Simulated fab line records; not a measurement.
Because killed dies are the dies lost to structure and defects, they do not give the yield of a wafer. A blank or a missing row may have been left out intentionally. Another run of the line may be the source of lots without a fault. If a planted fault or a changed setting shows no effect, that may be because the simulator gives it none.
fab line records	flow nand-harc
record: lots: 14	wafers: 42	last-day: 33
route steps=1302 shown A_SLIT@934 A_WL_FILL@968
lots that met no fault: from a run of the same line without faults
start-h: start of the lot's first displayed wafer, in hours after the record's first day	wait-h: hours elapsed since this lot's preceding step	" as in the row above	L1.1+2: several wafers, shown together as one row	- value missing, or start not given	* or withheld: withheld	< > ~ a bound
route shown NAME@n: NAME is a module with steps in the file, n the number in the route of the first one	usual: mean and standard deviation over wafers with no fault	same: alike in all rows	chamber/n: place in a boat	sites: the reading at each site	_std_site: standard deviation across them	_edge_site: mean of outer sites minus mean of inner sites	radius-mm: for every site, how far away it sits from the centre of the wafer	mask NAME#n: copy n	behind: the last tool/chamber to shape the wafer	hold: why the lot was held/for how many hours/how that ended	device: the n, p or np transistor that did not switch	end of line: the route-end tests of the same wafers	a step without rows: its recipe alone	killed: not the wafer's yield, but the dies lost to structure and defects at the first sort	map: the dies of a wafer, with x for killed, . for not killed, _ for no die there
set.NAME: setting as actually run; set.NAME@STEP: the setting as run at that earlier step	model.NAME: the simulator's own value behind a step, which no gauge read
route steps across a sampled set of lots; one table per step, one row per wafer
services: a tool's chamber out of use, with start hour (start-h, from the record's first day; less than 0 if before it), hours out, and reason
== steps ==
step: NHARC_A_SLIT_OVL_MEAS_10
usual: overlay-x-nm: -0.1/0.81	overlay-y-nm: 0.2/0.91
lot.wafer	tool	chamber	start-h	wait-h	overlay-x-nm	overlay-y-nm
L901.2	overlay-01	-	460.37	-	-1.1	0.8
L901.3	"	-	"	"	-1.2	0.6
L901.4	"	-	"	"	-1.0	1.0
L906.3	overlay-01	-	492.85	-	0.5	-0.5
L906.4	"	-	"	"	0.3	0.1
L906.6	"	-	"	"	0.2	0.0
L908.1	overlay-01	-	535.53	-	-0.7	1.5
L908.3	"	-	"	"	0.0	1.3
L908.4	"	-	"	"	-1.0	0.8
L911.1	overlay-02	-	544.75	-	0.2	-1.3
L911.3	"	-	"	"	0.1	-0.5
L911.4	"	-	"	"	0.1	-1.2
L912.4	overlay-02	-	557.23	-	-1.0	-0.9
L912.5	"	-	"	"	-1.1	-0.2
L912.6	"	-	"	"	-1.4	0.0
L913.1	overlay-02	-	560.90	-	-0.9	-0.3
L913.2	"	-	"	"	-0.5	0.2
L913.4	"	-	"	"	-0.1	-0.2
L915.3	overlay-02	-	583.84	-	-0.7	0.6
L915.5	"	-	"	"	-0.1	1.2
L915.6	"	-	"	"	-0.2	0.2
L914.1	overlay-02	-	590.93	-	0.4	-0.6
L914.3	"	-	"	"	0.4	0.0
L914.6	"	-	"	"	0.7	0.1
L918.1	overlay-01	-	623.01	-	1.5	0.7
L918.3	"	-	"	"	1.6	0.9
L918.5	"	-	"	"	0.8	0.5
L917.4	overlay-02	-	624.38	-	-1.4	-0.6
L917.5	"	-	"	"	-1.5	-1.1
L917.6	"	-	"	"	-1.8	-0.3
L920.3	overlay-01	-	639.58	-	0.3	-0.1
L920.5	"	-	"	"	0.1	0.4
L920.6	"	-	"	"	0.2	0.5
L922.1	overlay-01	-	675.32	-	-1.7	0.2
L922.3	"	-	"	"	-1.2	0.7
L922.5	"	-	"	"	-1.2	0.3
L921.1	overlay-01	-	676.00	-	0.2	-1.1
L921.3	"	-	"	"	0.0	-1.4
L921.4	"	-	"	"	0.4	-1.5
L923.1	overlay-01	-	679.06	-	0.4	-0.7
L923.2	"	-	"	"	0.7	-0.9
L923.5	"	-	"	"	-0.2	-1.0
step: NHARC_A_SLIT_INSPECT_11
usual: raw-defect-count: 54/32
lot.wafer	tool	chamber	start-h	wait-h	raw-defect-count
L901.2	defect-inspect-01	-	460.40	0.0	22
L901.3	"	-	"	"	33
L901.4	"	-	"	"	14
L906.3	defect-inspect-01	-	492.89	0.0	20
L906.4	"	-	"	"	32
L906.6	"	-	"	"	33
L908.1	defect-inspect-02	-	535.57	0.0	105
L908.3	"	-	"	"	96
L908.4	"	-	"	"	110
L911.1	defect-inspect-01	-	544.78	0.0	79
L911.3	"	-	"	"	86
L911.4	"	-	"	"	80
L912.4	defect-inspect-01	-	557.27	0.0	92
L912.5	"	-	"	"	74
L912.6	"	-	"	"	80
L913.1	defect-inspect-01	-	560.94	0.0	15
L913.2	"	-	"	"	11
L913.4	"	-	"	"	22
L915.3	defect-inspect-01	-	583.87	0.0	37
L915.5	"	-	"	"	47
L915.6	"	-	"	"	41
L914.1	defect-inspect-02	-	590.97	0.0	83
L914.3	"	-	"	"	82
L914.6	"	-	"	"	102
L918.1	defect-inspect-01	-	623.04	0.0	22
L918.3	"	-	"	"	20
L918.5	"	-	"	"	26
L917.4	defect-inspect-01	-	624.41	0.0	50
L917.5	"	-	"	"	41
L917.6	"	-	"	"	57
L920.3	defect-inspect-02	-	639.62	0.0	27
L920.5	"	-	"	"	17
L920.6	"	-	"	"	27
L922.1	defect-inspect-02	-	675.35	0.0	86
L922.3	"	-	"	"	70
L922.5	"	-	"	"	68
L921.1	defect-inspect-02	-	676.04	0.0	8
L921.3	"	-	"	"	18
L921.4	"	-	"	"	24
L923.1	defect-inspect-02	-	679.09	0.0	6
L923.2	"	-	"	"	14
L923.5	"	-	"	"	11
step: NHARC_A_SLIT_ETCH_17
recipe: bias-v: 900	source-w: withheld	pressure-mtorr: 20	ar-flow-sccm: 375	c4f8-flow-sccm: 83.3	o2-flow-sccm: 41.7	time-s: 4254.5	target-depth-a: 2.03e+05	chemistry: C4F8/O2/Ar
usual: c4f8-flow-sccm: 83.31/0.25	drypump-motor-current-A: 5.8/0.39	showerhead-plenum-p-Torr: 3.57/0.091	throttle-valve-pct: 32.045/0.0094
lot.wafer	tool	chamber	start-h	wait-h	c4f8-flow-sccm	drypump-motor-current-A	rf-hours-counter-h	showerhead-plenum-p-Torr	throttle-valve-pct
L901.2	har-etch-01	1	461.98	-	83.25	6.0	250	3.58	32.055
L901.4	"	1	463.20	-	82.85	6.0	-	3.58	32.051
L901.3	"	0	"	"	83.35	6.2	-	3.47	32.042
L906.3	har-etch-01	1	495.43	-	82.96	6.0	-	3.57	32.031
L906.4	"	0	"	"	83.13	6.2	-	3.47	32.034
L906.6	"	0	497.26	-	83.78	6.2	-	3.46	32.057
L908.1	har-etch-02	0	537.16	-	83.65	5.2	81	3.67	32.045
L908.4	"	0	538.37	-	83.52	5.2	-	3.67	32.041
L908.3	"	1	"	"	83.44	5.5	-	3.67	32.057
L911.1	har-etch-02	0	546.10	-	83.36	5.2	84	3.66	32.042
L911.3	"	0	547.32	-	83.37	5.2	-	3.67	32.050
L911.4	"	1	"	"	83.71	5.5	-	3.67	32.045
L912.4	har-etch-01	1	559.80	-	83.22	6.0	-	3.55	32.039
L912.5	"	1	561.01	-	83.18	6.0	-	3.55	32.034
L912.6	"	0	"	"	83.74	6.2	-	3.45	32.031
L913.2	har-etch-02	0	562.26	-	83.33	5.2	96	3.66	32.042
L913.1	"	1	"	"	83.31	5.6	96	3.66	32.025
L913.4	"	0	"	"	83.04	5.2	-	3.66	32.056
L915.3	har-etch-01	0	586.40	-	83.77	6.2	-	3.44	32.047
L915.6	"	0	587.61	-	83.74	6.2	-	3.44	32.047
L915.5	"	1	"	"	83.36	6.0	-	3.54	32.049
L914.1	har-etch-01	1	594.28	-	83.62	6.0	330	3.54	32.038
L914.3	"	0	"	"	83.48	6.2	-	3.43	32.021
L914.6	"	1	596.72	-	83.53	6.0	-	3.54	32.047
L918.1	har-etch-02	0	624.36	-	83.24	5.2	131	3.64	32.047
L918.3	"	1	626.18	-	83.13	5.5	-	3.64	32.055
L918.5	"	1	627.39	-	83.44	5.5	-	3.64	32.050
L917.4	har-etch-02	1	630.01	-	83.69	5.5	-	3.64	32.049
L917.6	"	0	"	"	83.19	5.2	-	3.64	32.053
L917.5	"	1	"	"	83.24	5.5	-	3.64	32.042
L920.3	har-etch-01	0	642.76	-	83.11	6.2	-	3.42	32.057
L920.5	"	1	"	"	83.56	6.0	-	3.52	32.027
L920.6	"	0	"	"	82.95	6.2	-	3.42	32.051
L922.1	har-etch-01	1	676.68	-	83.75	6.0	372	3.52	32.048
L922.3	"	0	678.47	-	82.99	6.2	-	3.41	32.048
L922.5	"	0	679.67	-	83.36	6.2	-	3.41	32.048
L921.1	har-etch-02	0	677.96	-	83.34	5.2	161	3.62	32.058
L921.3	"	1	"	"	83.71	5.5	-	3.62	32.050
L921.4	"	0	"	"	83.53	5.2	-	3.62	32.053
L923.2	har-etch-01	1	680.46	-	82.97	6.0	376	3.51	32.028
L923.1	"	0	"	"	82.83	6.2	376	3.41	32.031
L923.5	"	1	682.87	-	82.99	5.9	-	3.51	32.045
step: NHARC_A_WL_FILL_ETCHBACK_17
recipe: target-depth-a: 40	time-s: 26.7	chemistry: Cl2/BCl3
usual: drypump-motor-current-A: 5.5/0.43	oes-product-au: 1.004/0.011	run-length-s: 47.9/0.48
lot.wafer	tool	chamber	start-h	wait-h	drypump-motor-current-A	oes-product-au	rf-hours-counter-h	run-length-s
L901.2	rie-metal-03	0	485.31	-	5.2	1.002	2.5	48.0
L901.4	"	0	"	"	5.2	1.007	-	47.9
L901.3	"	1	"	"	5.4	1.004	-	48.5
L906.3	rie-metal-01	0	521.88	-	4.9	1.004	-	47.1
L906.4	"	1	"	"	6.0	1.008	-	48.3
L906.6	"	1	"	"	6.0	1.018	-	48.4
L908.1	rie-metal-02	1	561.96	-	5.9	1.007	1.9	48.1
L908.4	"	0	"	"	5.7	0.988	-	38.2
L908.3	"	1	"	"	5.9	1.008	-	48.1
L911.1	rie-metal-02	1	569.94	-	5.9	0.987	2.0	48.3
L911.3	"	1	"	"	5.9	0.995	-	48.2
L911.4	"	0	"	"	5.8	0.973	-	37.8
L912.4	rie-metal-03	0	581.95	-	5.2	1.014	-	48.2
L912.5	"	0	"	"	5.2	1.005	-	48.0
L912.6	"	0	"	"	5.2	1.007	-	48.4
L913.2	rie-metal-01	1	585.86	-	6.0	1.001	0	48.3
L913.1	"	0	"	"	4.9	0.994	0	47.8
L913.4	"	0	"	"	4.9	1.004	-	47.2
L915.3	rie-metal-03	0	612.16	-	5.2	0.998	-	48.4
L915.5	"	0	"	"	5.2	0.998	-	48.2
L915.6	"	0	"	"	5.2	1.003	-	47.9
L914.1	rie-metal-01	0	621.82	-	4.9	1.014	0.4	47.2
L914.3	"	0	"	"	4.9	1.011	-	47.6
L914.6	"	0	"	"	4.9	1.021	-	47.3
L918.1	rie-metal-03	0	647.77	-	5.2	1.006	3.2	48.0
L918.3	"	0	"	"	5.2	0.998	-	48.2
L918.5	"	0	"	"	5.2	0.998	-	48.0
L917.4	rie-metal-02	0	652.21	-	5.8	0.992	-	48.0
L917.6	"	0	"	"	5.8	0.994	-	47.4
L917.5	"	1	"	"	5.9	1.023	-	48.7
L920.3	rie-metal-01	0	664.58	-	4.9	1.013	-	47.4
L920.5	"	1	"	"	6.0	0.995	-	48.0
L920.6	"	0	"	"	4.9	1.007	-	47.3
L921.1	rie-metal-01	1	699.85	-	6.0	0.999	1.8	47.9
L921.4	"	1	"	"	6.0	1.003	-	48.4
L921.3	"	0	"	"	4.9	0.998	-	47.4
L922.1	rie-metal-02	1	699.92	-	5.9	1.001	1.4	48.1
L922.3	"	0	"	"	5.8	0.996	-	47.2
L922.5	"	0	"	"	5.8	0.997	-	47.6
L923.2	rie-metal-01	0	703.66	-	4.9	1.008	1.9	47.2
L923.1	"	1	"	"	6.0	1.002	1.9	48.2
L923.5	"	1	"	"	6.0	0.999	-	47.9
== services ==
tool	chamber	start-h	hours	kind
rie-metal-02	-	454.00	9.0	pm
rie-metal-02	0	454.00	9.0	vent-cycle
rie-metal-02	1	454.00	9.0	vent-cycle
rie-metal-02	0	463.00	-	clean
rie-metal-02	1	463.00	-	clean
rie-metal-01	0	470.98	2.1	repair
rie-metal-03	-	519.00	9.0	pm
rie-metal-03	0	519.00	9.0	vent-cycle
rie-metal-03	1	519.00	9.0	vent-cycle
rie-metal-03	0	528.00	-	clean
rie-metal-03	1	528.00	-	clean
rie-metal-01	-	575.00	9.0	pm
rie-metal-01	0	575.00	9.0	vent-cycle
rie-metal-01	1	575.00	9.0	vent-cycle
rie-metal-03	1	579.23	79.4	repair
rie-metal-01	0	584.00	-	clean
rie-metal-01	1	584.00	-	clean
rie-metal-01	0	604.52	6.3	repair
rie-metal-01	-	606.38	0.9	repair
rie-metal-02	-	631.00	9.0	pm
rie-metal-02	0	631.00	9.0	vent-cycle
rie-metal-02	1	631.00	9.0	vent-cycle
rie-metal-01	1	672.80	2.3	repair
rie-metal-03	-	696.00	9.0	pm
== key ==
first-sign: step: NHARC_A_WL_FILL_ETCHBACK_17	reading: run-length-s	direction: down	sigmas: 21	usual: *	struck: *
effect none on later readings
met-at NHARC_A_WL_FILL_ETCHBACK_17
struck-lots L908,L911
struck-wafers L908.4,L911.4
later-rows-left-out L908.4,L911.4
sort-left-out L908.4,L911.4
tester-left-out L908,L911
not-acting-at NHARC_A_SLIT_OVL_MEAS_10,NHARC_A_SLIT_INSPECT_11,NHARC_A_SLIT_ETCH_17
fault: kind: process-parameter-drift	tool: rie-metal-02	chamber: 0	onset-h: 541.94	steps: NHARC_A_WL_FILL_ETCHBACK_17	channel: time-s	offset: *	shape: step	end-h: 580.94	acts-in: *	stated: *
tester-left-out: of these lots the tester's yield and bins aren't shown, on N5 and GAA mostly nor the transistor test; their killed dies are dies lost to structure and defects alone, not to doping, threshold or leakage, so they don't give the yield
sort-left-out: the simulated sort isn't trusted on such a fault, so these wafers' sort isn't shown, and their yield isn't known
later-rows-left-out: the simulator's readings of these wafers behind a module that went badly wrong aren't trusted and aren't shown, but for the sort
